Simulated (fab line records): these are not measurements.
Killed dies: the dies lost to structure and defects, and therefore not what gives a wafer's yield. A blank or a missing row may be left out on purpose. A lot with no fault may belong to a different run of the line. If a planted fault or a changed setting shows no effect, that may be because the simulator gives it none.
fab line records	flow n5_finfet
[record] lots = 5	wafers = 15	last_day = 20
route steps=1938 shown BEOL_M9@1444 PASSIVATION@1936
lots with no fault: from the same line, run without faults
start_h: hours from the record's opening day to when the first of the lot's shown wafers began	wait_h: hours since the lot's step before	" same as the row above	L1.1+2: one row covering several wafers at once	- no value present, or no start provided	* or withheld: withheld	< > ~ a bound
route shown NAME@n: NAME is a module with steps in the file, n the number in the route of the first one	usual: the fault-free wafers' mean and standard deviation	same: alike in all rows	chamber/n: place in a boat	sites: each site's reading	_std_site: the standard deviation of these	_edge_site: mean of outer sites minus mean of inner sites	radius_mm: how far each site lies from the wafer's centre	mask NAME#n: copy n	behind: the tool/chamber that last shaped the wafer	hold: why the lot went on hold/how many hours it stayed there/how the hold came to an end	device: transistor that didn't switch, given as n, p or np	end of line: tests of these same wafers at the route's end	step lacking rows: just its recipe	killed: the dies lost at the first sort to structure and to defects; this is not the yield of the wafer	map: dies across one wafer; x = killed, . = not, _ = none there
set.NAME: setting as actually run; set.NAME@STEP: the setting as run at that earlier step	model.NAME: the simulator's own value behind a step, which no gauge read
lots seen at some steps along the route; tables by step, rows by wafer
services: the hour from which a tool's chamber was out of use, counted from the record's first day as start_h (under 0 if before that day), plus the number of hours and why
[[steps]]
[step N5_BEOL_M9_STRIP_73]
[recipe] chemistry = C4F6/O2	resist = SiARC	rf_frequency_hz = 6e+07
[step N5_BEOL_M9_STRIP_36]
[recipe] chemistry = N2/H2	power_w = 450	temp_c = 40	pressure_mtorr = 20	rf_frequency_hz = 6e+07	overash_fraction = 0.3	bias_power_w = 7	h2_frac = 0.5	n2_flow_sccm = 200	h2_flow_sccm = 200
[step N5_BEOL_M9_TRENCH_ETCH_37]
[recipe] chemistry = C4F6/O2	target_depth_a = 1514.3	target = SiCOH_lowk	time_s = 49	ion_energy_ev = 250	pressure_mtorr = 30	source_w = 345	bias_w = 185	Ar_flow_sccm = 300	C4F6_flow_sccm = 10	O2_flow_sccm = 10
[usual] drypump_motor_current_A = 5.9/0.4	oes_product_au = 0.78/0.081	rf_vpp_V = 662/8	showerhead_plenum_p_Torr = 2.84/0.08	throttle_valve_pct = 20.86/0.2
lot.wafer	tool	chamber	start_h	wait_h	drypump_motor_current_A	oes_product_au	rf_hours_counter_h	rf_vpp_V	showerhead_plenum_p_Torr	throttle_valve_pct
L638.1	rie_diel-04	0	-	-	5.5	0.71	209	658	2.80	20.93
L638.5	"	1	"	"	5.4	0.79	-	643	2.75	21.03
L638.6	"	2	"	"	6.0	0.70	-	678	2.82	20.84
L641.1	rie_diel-02	2	-	-	6.4	0.83	53	664	2.87	20.63
L641.5	"	0	"	"	6.3	0.70	-	666	2.80	20.79
L641.6	"	3	"	"	5.5	0.86	-	659	3.00	20.69
L655.1	rie_diel-03	3	-	-	5.7	0.84	45	658	2.89	20.78
L655.2	"	0	"	"	5.5	0.70	228	654	2.71	21.32
L655.5	"	3	"	"	5.7	0.84	-	657	2.89	20.80
L656.2	rie_diel-02	3	-	-	5.5	0.82	79	658	2.98	20.76
L656.3	"	1	"	"	6.4	0.68	237	667	2.81	20.86
L656.6	"	2	"	"	6.3	0.80	-	663	2.86	20.67
L654.2	rie_diel-03	3	-	-	5.7	0.83	55	658	2.88	20.80
L654.4	"	2	"	"	5.7	0.87	-	678	2.80	21.06
L654.6	"	0	"	"	5.5	0.68	-	652	2.70	21.34
[step N5_BEOL_M9_ETCH_41]
[recipe] chemistry = CH3F/O2	target = SiCN	target_depth_a = 366	taper_deg = 2	time_s = 70.1	ion_energy_ev = 120	mask_material = TiN	pressure_mtorr = 30	source_w = 395	bias_w = 75	Ar_flow_sccm = 150	CH3F_flow_sccm = 30	O2_flow_sccm = 20
[usual] drypump_motor_current_A = 5.9/0.4	oes_product_au = 0.78/0.08	rf_vpp_V = 297.3/1.5	showerhead_plenum_p_Torr = 1.99/0.06	throttle_valve_pct = 16.27/0.2
lot.wafer	tool	chamber	start_h	wait_h	drypump_motor_current_A	oes_product_au	rf_hours_counter_h	rf_vpp_V	showerhead_plenum_p_Torr	throttle_valve_pct
L638.1	rie_diel-04	0	-	-	5.6	0.71	209	297.9	1.97	16.37
L638.5	"	1	"	"	5.4	0.79	-	296.7	1.93	16.38
L638.6	"	2	"	"	6.0	0.70	-	297.6	1.98	16.26
L641.1	rie_diel-02	2	-	-	6.4	0.84	53	296.8	2.02	16.04
L641.5	"	0	"	"	6.3	0.72	-	297.2	1.97	16.32
L641.6	"	3	"	"	5.5	0.85	-	299.0	2.11	16.11
L655.1	rie_diel-03	3	-	-	5.7	0.83	45	297.4	2.03	16.19
L655.2	"	0	"	"	5.5	0.69	228	293.7	1.90	16.75
L655.5	"	3	"	"	5.6	0.84	-	298.3	2.03	16.19
L656.2	rie_diel-02	3	-	-	5.5	0.81	79	298.5	2.10	16.19
L656.3	"	1	"	"	6.4	0.69	237	297.8	1.98	16.30
L656.6	"	2	"	"	6.3	0.80	-	297.2	2.01	16.10
L654.2	rie_diel-03	3	-	-	5.7	0.83	55	298.3	2.03	16.20
L654.4	"	2	"	"	5.7	0.88	-	297.5	1.96	16.33
L654.6	"	0	"	"	5.5	0.69	-	294.7	1.90	16.77
[step N5_BEOL_M9_STRIP_80]
[recipe] chemistry = N2/H2	time_s = 10	power_w = 450	temp_c = 40	pressure_mtorr = 20	rf_frequency_hz = 6e+07	bias_power_w = 7	n2_flow_sccm = 200	h2_flow_sccm = 200
[usual] drypump_motor_current_A = 5.9/0.4	oes_product_au = 0.78/0.084	rf_vpp_V = 59.2/0.8	showerhead_plenum_p_Torr = 2.53/0.076	throttle_valve_pct = 23.56/0.26
lot.wafer	tool	chamber	start_h	wait_h	drypump_motor_current_A	oes_product_au	rf_hours_counter_h	rf_vpp_V	showerhead_plenum_p_Torr	throttle_valve_pct
L638.1	rie_diel-04	0	-	-	5.5	0.71	209	59.3	2.53	24.08
L638.5	"	1	"	"	5.4	0.79	-	58.7	2.45	23.77
L638.6	"	2	"	"	6.0	0.69	-	57.7	2.49	23.50
L641.1	rie_diel-02	2	-	-	6.3	0.85	53	60.6	2.57	23.30
L641.5	"	0	"	"	6.3	0.70	-	59.0	2.51	23.43
L641.6	"	3	"	"	5.5	0.86	-	59.4	2.68	23.40
L655.1	rie_diel-03	3	-	-	5.7	0.84	45	60.4	2.59	23.38
L655.2	"	0	"	"	5.5	0.69	228	58.5	2.41	24.12
L655.5	"	3	"	"	5.6	0.83	-	60.2	2.59	23.39
L656.2	rie_diel-02	3	-	-	5.5	0.81	79	58.7	2.66	23.45
L656.3	"	1	"	"	6.4	0.68	237	58.5	2.50	23.52
L656.6	"	2	"	"	6.3	0.79	-	59.4	2.55	23.34
L654.2	rie_diel-03	3	-	-	5.7	0.83	55	60.0	2.58	23.40
L654.4	"	2	"	"	5.7	0.88	-	58.1	2.48	23.74
L654.6	"	0	"	"	5.5	0.68	-	57.8	2.40	24.13
[step N5_BEOL_M9_OCD_MEAS_38]
[usual] trench_depth_nm = 151.3/1.9
lot.wafer	tool	chamber	start_h	wait_h	trench_depth_nm
L638.1	ocd-01	-	225.70	-	151.2
L638.5	"	-	"	"	155.4
L638.6	"	-	"	"	148.7
L641.1	ocd-02	-	232.36	-	151.8
L641.5	"	-	"	"	150.9
L641.6	"	-	"	"	153.2
L655.1	ocd-01	-	356.59	-	147.7
L655.2	"	-	"	"	151.2
L655.5	"	-	"	"	148.4
L656.2	ocd-01	-	364.72	-	152.8
L656.3	"	-	"	"	153.6
L656.6	"	-	"	"	152.3
L654.2	ocd-01	-	382.60	-	147.5
L654.4	"	-	"	"	150.9
L654.6	"	-	"	"	150.4
[step N5_BEOL_M9_HM_STRIP_39]
[recipe] chemistry = peroxide_tin_strip	material = TiN	target_depth_a = 250	temp_c = 50	time_s = 158
[step N5_BEOL_M9_SRD_40]
[recipe] time_s = 30	temp_c = 23	rinse_liquid = diw	dry = ipa_marangoni
[step N5_BEOL_M9_PRECLEAN_42]
[recipe] chemistry = residue_remover	time_s = 60	temp_c = 40
[step N5_BEOL_M9_SRD_43]
[recipe] time_s = 30	temp_c = 23	rinse_liquid = diw	dry = ipa_marangoni
[step N5_BEOL_M9_CD_MEAS_35]
[recipe] target_cd_nm = 70	target_cd_y_nm = 40	polarity = opening
[usual] cd_nm = 70.1/0.58
lot.wafer	tool	chamber	start_h	wait_h	cd_nm
L638.1	cd_sem-03	-	225.85	0.0	70.3
L638.5	"	-	"	"	70.3
L638.6	"	-	"	"	70.0
L641.1	cd_sem-02	-	232.51	0.0	70.2
L641.5	"	-	"	"	70.7
L641.6	"	-	"	"	70.5
L655.1	cd_sem-02	-	356.74	0.0	70.4
L655.2	"	-	"	"	70.6
L655.5	"	-	"	"	70.7
L656.2	cd_sem-02	-	364.87	0.0	70.2
L656.3	"	-	"	"	69.2
L656.6	"	-	"	"	69.3
L654.2	cd_sem-02	-	382.76	0.0	69.8
L654.4	"	-	"	"	69.7
L654.6	"	-	"	"	69.5
[step N5_BEOL_M9_CURE_72]
[recipe] temp_c = 370	time_s = 120	ambient = DMADMS/He	material = SiCOH_lowk
[usual] lamp_power_pct = 52.30/0.056	wafer_temp_C_max = 371.9/0.65
lot.wafer	tool	chamber	start_h	wait_h	lamp_power_pct	wafer_temp_C_max
L638.1	uv_cure-02	1	225.90	0.0	52.35	372.1
L638.5	"	1	"	"	52.29	371.6
L638.6	"	1	"	"	52.25	372.8
L641.1	uv_cure-02	1	232.56	0.0	52.27	372.4
L641.5	"	1	"	"	52.27	372.6
L641.6	"	1	"	"	52.39	372.9
L655.1	uv_cure-01	1	356.79	0.0	52.29	371.0
L655.2	"	1	"	"	52.35	371.4
L655.5	"	1	"	"	52.32	371.5
L656.2	uv_cure-03	0	365.28	0.4	52.33	371.4
L656.3	"	0	"	"	52.31	371.8
L656.6	"	0	"	"	52.26	371.0
L654.2	uv_cure-02	1	383.09	0.3	52.23	372.3
L654.4	"	1	"	"	52.42	372.9
L654.6	"	1	"	"	52.29	373.0
[step N5_BEOL_M9_DEGAS_44]
[recipe] ambient = vacuum	temp_c = 250	time_s = 60
[usual] heater_power_w = 343/28	susceptor_temp_C = 250.01/0.16
lot.wafer	tool	chamber	start_h	wait_h	heater_power_w	susceptor_temp_C
L638.1	pvd_sputter-03	-	226.23	0.3	313	250.29
L638.5	"	-	"	"	368	249.90
L638.6	"	-	"	"	364	250.10
L641.1	pvd_sputter-03	-	233.03	0.4	362	250.20
L641.5	"	-	"	"	354	247.35
L641.6	"	-	"	"	378	250.10
L655.1	pvd_sputter-01	-	357.11	0.3	294	249.88
L655.2	"	-	"	"	377	250.03
L655.5	"	-	"	"	376	249.94
L656.2	pvd_sputter-03	-	366.11	0.8	374	249.99
L656.3	"	-	"	"	368	250.11
L656.6	"	-	"	"	367	250.15
L654.2	pvd_sputter-02	-	383.37	0.2	304	249.90
L654.4	"	-	"	"	317	250.06
L654.6	"	-	"	"	314	250.08
[step N5_BEOL_M9_PRE_CLEAN_45]
[recipe] gas = H2/He	time_s = 30	temp_c = 250
[usual] heater_power_w = 343/29
lot.wafer	tool	chamber	start_h	wait_h	heater_power_w
L638.1	pvd_sputter-03	-	226.27	0.0	309
L638.5	"	-	"	"	381
L638.6	"	-	"	"	374
L641.1	pvd_sputter-03	-	233.07	0.0	362
L641.5	"	-	"	"	373
L641.6	"	-	"	"	379
L655.1	pvd_sputter-01	-	357.15	0.0	296
L655.2	"	-	"	"	379
L655.5	"	-	"	"	372
L656.2	pvd_sputter-03	-	366.15	0.0	376
L656.3	"	-	"	"	364
L656.6	"	-	"	"	376
L654.2	pvd_sputter-02	-	383.41	0.0	301
L654.4	"	-	"	"	311
L654.6	"	-	"	"	311
[step N5_PASSIVATION_PROBE_49]
[usual] defect_limited_yield = 91.2/1.4	killed_at_M0_to_M3 = 36/10	killed_at_M4_up = 13/5.1	killed_at_contacts = 12/5.4	killed_at_front_end = 39/11	killed_at_other = 3.5/2.4	killed_dies = 104/17	killed_open = 67/13	killed_short = 36/8.3	sort_bin_5_function = 5.2/0.98	sort_bin_6_memory = 3.3/0.68	sort_n_pass = 1076/17	sort_yield_pct = 91.2/1.4
[same] gross_dies = 1180	killed_at_back_side = 0	sort_bin_4_leakage[%] = 0	sort_bin_8_speed[%] = 0
lot.wafer	tool	chamber	start_h	wait_h	defect_limited_yield[%]	killed_at_M0_to_M3	killed_at_M4_up	killed_at_contacts	killed_at_front_end	killed_at_other	killed_dies	killed_open	killed_short	sort_bin_5_function[%]	sort_bin_6_memory[%]	sort_n_pass	sort_yield_pct[%]
L638.1	prober-02	-	271.31	0.0	95.1	17	6	7	28	0	58	39	18	3.2	1.4	1122	95.1
L638.5	prober-02	-	271.51	0.2	91.9	23	20	11	38	3	95	65	30	5.0	2.7	1085	91.9
L638.6	prober-02	-	271.56	0.3	91.1	28	19	23	35	0	105	67	36	5.5	3.1	1075	91.1
L641.1	prober-02	-	280.17	0.0	91.5	43	17	3	35	2	100	62	37	5.3	2.9	1080	91.5
L641.5	prober-02	-	280.37	0.2	93.2	18	7	10	40	5	80	47	32	4.2	2.3	1100	93.2
L641.6	prober-02	-	280.42	0.3	92.0	30	12	20	32	0	94	69	25	4.7	3.1	1086	92.0
L655.1	prober-01	-	435.04	0.0	90.4	33	8	20	48	4	113	78	34	6.4	3.1	1067	90.4
L655.2	prober-01	-	435.09	0.1	90.8	27	8	17	54	2	108	70	38	5.8	3.0	1072	90.8
L655.5	prober-01	-	435.24	0.2	92.6	19	15	15	35	3	87	57	29	4.6	2.4	1093	92.6
L656.2	prober-01	-	439.05	0.1	92.9	25	8	10	37	4	84	57	25	3.6	3.4	1096	92.9
L656.3	prober-01	-	439.10	0.1	93.2	19	16	4	36	5	80	54	25	4.2	2.5	1100	93.2
L656.6	prober-01	-	439.25	0.3	92.3	35	5	8	40	3	91	57	33	4.3	3.0	1089	92.3
L654.2	prober-01	-	468.32	0.1	89.9	33	24	8	53	1	119	76	34	5.3	3.4	1061	89.9
L654.4	prober-01	-	468.42	0.2	90.8	33	27	12	35	2	109	74	35	5.3	3.6	1071	90.8
L654.6	prober-01	-	468.52	0.3	91.6	31	19	3	43	3	99	61	34	5.1	3.0	1081	91.6
// killed by level:class
L638.1 MOL_CONTACT_COAG:geometric_particle:open=7 BEOL_M3:geometric_particle:open=5 FIN_SAQP:geometric_particle:open=4 BEOL_M0_SAQP:geometric_particle:short=4 BEOL_M4:geometric_particle:open=4 FIN_SAQP:geometric_particle:short=3 ILD0:geometric_particle:open=3 STI_FIN_REVEAL:geometric_particle:open=3
L638.5 STI_FIN_REVEAL:geometric_particle:open=14 BEOL_M4:geometric_particle:open=10 BEOL_M3:geometric_particle:open=9 MOL_CONTACT_COAG:geometric_particle:open=8 BEOL_M0_SAQP:geometric_particle:short=5 ILD0:geometric_particle:open=4 STARTING-WAFER:geometric_particle:open=4 FIN_SAQP:geometric_particle:open=3
L638.6 MOL_CONTACT_COAG:geometric_particle:open=15 FIN_SAQP:geometric_particle:short=9 BEOL_M0_SAQP:geometric_particle:short=8 BEOL_M0_SAQP:geometric_particle:open=6 MOL_CONTACT_COAG:geometric_particle:short=6 BEOL_M2:geometric_particle:open=6 BEOL_M4:geometric_particle:open=6 FIN_SAQP:geometric_particle:open=5
L641.1 BEOL_M0_SAQP:geometric_particle:open=14 BEOL_M0_SAQP:geometric_particle:short=12 FIN_SAQP:geometric_particle:open=9 BEOL_M4:geometric_particle:open=7 FIN_SAQP:geometric_particle:short=6 STI_FIN_REVEAL:geometric_particle:open=5 BEOL_M2:geometric_particle:open=5 BEOL_M3:geometric_particle:open=5
L641.5 MOL_CONTACT_COAG:geometric_particle:open=8 BEOL_M0_SAQP:geometric_particle:short=6 GATE_CUT:geometric_particle:short=6 FIN_SAQP:geometric_particle:open=5 FIN_SAQP:geometric_particle:short=5 BEOL_M4:geometric_particle:open=5 STI_FIN_REVEAL:geometric_particle:open=4 BEOL_M0_SAQP:geometric_particle:open=4
L641.6 MOL_CONTACT_COAG:geometric_particle:open=18 BEOL_M0_SAQP:geometric_particle:open=7 STI_FIN_REVEAL:geometric_particle:open=6 GATE_CUT:geometric_particle:short=6 BEOL_M2:geometric_particle:open=6 FIN_SAQP:geometric_particle:short=5 BEOL_M0_SAQP:geometric_particle:short=5 BEOL_M8:geometric_particle:open=5
L655.1 FIN_SAQP:geometric_particle:open=16 MOL_CONTACT_COAG:geometric_particle:open=16 BEOL_M1:geometric_particle:open=12 FIN_SAQP:geometric_particle:short=10 STI_FIN_REVEAL:geometric_particle:open=8 BEOL_M0_SAQP:geometric_particle:short=8 BEOL_M0_SAQP:geometric_particle:open=6 BEOL_M4:geometric_particle:open=5
L655.2 STI_FIN_REVEAL:geometric_particle:open=15 MOL_CONTACT_COAG:geometric_particle:open=14 FIN_SAQP:geometric_particle:short=11 BEOL_M0_SAQP:geometric_particle:short=8 FIN_SAQP:geometric_particle:open=7 DUMMY_GATE:geometric_particle:open=6 BEOL_M0_SAQP:geometric_particle:open=5 BEOL_M1:geometric_particle:open=5
L655.5 MOL_CONTACT_COAG:geometric_particle:open=13 FIN_SAQP:geometric_particle:open=9 FIN_SAQP:geometric_particle:short=7 BEOL_M0_SAQP:geometric_particle:short=6 BEOL_M4:geometric_particle:open=6 DUMMY_GATE:geometric_particle:open=4 BEOL_M1:geometric_particle:open=3 BEOL_M1:geometric_particle:short=3
L656.2 FIN_SAQP:geometric_particle:open=12 BEOL_M0_SAQP:geometric_particle:open=11 MOL_CONTACT_COAG:geometric_particle:open=7 DUMMY_GATE:geometric_particle:open=5 BEOL_M0_SAQP:geometric_particle:short=5 FIN_SAQP:geometric_particle:short=4 GATE_CUT:geometric_particle:short=4 BEOL_M1:geometric_particle:open=4
L656.3 FIN_SAQP:geometric_particle:open=10 FIN_SAQP:geometric_particle:short=8 STI_FIN_REVEAL:geometric_particle:open=7 BEOL_M2:geometric_particle:open=6 BEOL_M5:geometric_particle:open=5 MOL_CONTACT_COAG:geometric_particle:open=4 BEOL_M0_SAQP:geometric_particle:open=4 STARTING-WAFER:geometric_particle:short=4
L656.6 BEOL_M0_SAQP:geometric_particle:short=15 STI_FIN_REVEAL:geometric_particle:open=9 BEOL_M0_SAQP:geometric_particle:open=9 MOL_CONTACT_COAG:geometric_particle:open=8 STARTING-WAFER:geometric_particle:open=5 FIN_SAQP:geometric_particle:short=4 FIN_SAQP:geometric_particle:open=4 DUMMY_GATE:geometric_particle:open=4
L654.2 BEOL_M4:geometric_particle:open=17 FIN_SAQP:geometric_particle:short=10 HKMG_FIN:area_etch=9 FIN_SAQP:geometric_particle:open=8 BEOL_M0_SAQP:geometric_particle:open=7 BEOL_M2:geometric_particle:open=7 STI_FIN_REVEAL:geometric_particle:open=6 BEOL_M0_SAQP:geometric_particle:short=6
L654.4 BEOL_M4:geometric_particle:open=19 STI_FIN_REVEAL:geometric_particle:open=10 MOL_CONTACT_COAG:geometric_particle:open=10 BEOL_M0_SAQP:geometric_particle:open=8 BEOL_M3:geometric_particle:open=6 FIN_SAQP:geometric_particle:short=5 BEOL_M2:geometric_particle:open=5 DUMMY_GATE:geometric_particle:open=5
L654.6 BEOL_M4:geometric_particle:open=12 FIN_SAQP:geometric_particle:open=11 BEOL_M0_SAQP:geometric_particle:short=8 BEOL_M0_SAQP:geometric_particle:open=7 BEOL_M2:geometric_particle:open=6 FIN_SAQP:geometric_particle:short=5 GATE_CUT:geometric_particle:short=5 BEOL_M3:geometric_particle:open=5
[[services]]
tool	chamber	start_h	hours	kind
rie_diel-03	3	204.86	4.9	repair
rie_diel-03	2	206.36	7.5	repair
rie_diel-03	2	235.29	-	clean
rie_diel-03	2	235.29	-	consumable_replace:focus_ring
rie_diel-03	2	235.29	19.3	scheduled_down
rie_diel-03	2	235.29	19.3	vent_cycle
uv_cure-03	-	251.06	6.0	pm
uv_cure-03	-	261.03	0.3	repair
uv_cure-03	-	265.21	7.5	pm
rie_diel-04	2	276.93	-	clean
rie_diel-04	2	276.93	-	consumable_replace:focus_ring
rie_diel-04	2	276.93	23.6	scheduled_down
rie_diel-04	2	276.93	23.6	vent_cycle
uv_cure-01	-	285.43	2.8	pm
rie_diel-04	-	291.47	14.6	pm
rie_diel-03	1	298.37	98.2	repair
pvd_sputter-01	-	303.96	11.5	repair
uv_cure-03	-	319.34	2.8	repair
uv_cure-01	-	348.22	4.9	repair
uv_cure-03	-	350.09	1.0	pm
uv_cure-01	-	372.58	6.0	pm
rie_diel-04	0	382.52	-	clean
rie_diel-04	0	382.52	-	consumable_replace:focus_ring
rie_diel-04	0	382.52	16.6	scheduled_down
[[key]]
[first_sign] step = N5_BEOL_M9_DEGAS_44	reading = susceptor_temp_C	direction = down	sigmas = 16	usual = *	struck = *
effect none on later readings
met_at N5_BEOL_M9_DEGAS_44
struck_wafers L641.5
onset_between 226.23 233.03
[fault] kind = process_parameter_drift	tool = pvd_sputter-03	chamber = -	onset_h = 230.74	steps = N5_BEOL_M9_DEGAS_44	channel = temp_c	offset = *	shape = step	end_h = 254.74	acts_in = *	stated = *	scope = struck_wafers_only
